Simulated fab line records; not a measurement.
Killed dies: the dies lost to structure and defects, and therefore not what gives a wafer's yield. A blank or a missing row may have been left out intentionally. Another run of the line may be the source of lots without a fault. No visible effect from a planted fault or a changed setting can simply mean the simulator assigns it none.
Matching of chambers ; flow n5Finfet ; N5_BEOL_M10_ETCH_61 on rieDiel-05 has 4 sister chambers
The step etches SiARC in CF4, target depth 39 nm, time 65 s. 8 wafers are shown with their chamber, then 11 later ones without.

## EACH WAFER AND ITS CHAMBER
wafer;chamber;drypumpMotorCurrentA (A);throttleValvePct (%)
L074.3;3;5.9;15.39
L075.4;2;5.4;15.48
L076.5;2;5.4;15.45
L082.6;1;5.8;16.07
L085.1;3;5.9;15.40
L085.3;1;5.9;16.08
L085.4;0;6.2;15.31
L088.1;0;6.2;15.33

## WAFERS WITH NO CHAMBER GIVEN
wafer;drypumpMotorCurrentA (A);throttleValvePct (%)
L088.2;5.8;16.09
L088.5;6.2;15.32
L089.1;6.2;15.35
L089.4;5.4;15.52
L089.6;5.8;14.99
L096.1;6.2;15.35
L096.2;5.8;16.13
L096.6;5.8;15.02
L097.1;5.4;15.54
L097.3;5.8;16.14
L097.5;5.4;15.55

## CHAMBER TAKEN BY EACH
wafer;from the rows above;in truth
L088.2;1;1
L088.5;0;0
L089.1;0;0
L089.4;2;2
L089.6;0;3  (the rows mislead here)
L096.1;0;0
L096.2;1;1
L096.6;0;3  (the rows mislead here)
L097.1;2;2
L097.3;1;1
L097.5;2;2
Correctly placed: 9 of 11. Number that these rows cannot place: 0. 2 placed wrongly.
How it was worked out, from the rows above alone: a wafer's distance from a chamber is the root of the sum, over the readings, of the square of ((its reading less the chamber's mean) divided by the reading's scatter). If the next closest chamber is less than 2 further off than the closest, the wafer can't be placed; otherwise it belongs to the closest. The mean given for a chamber averages the wafers shown for that chamber. The scatter: take each reading less its chamber's mean, square it, sum over the shown wafers, divide by the number of wafers less the number of chambers, and take the root.
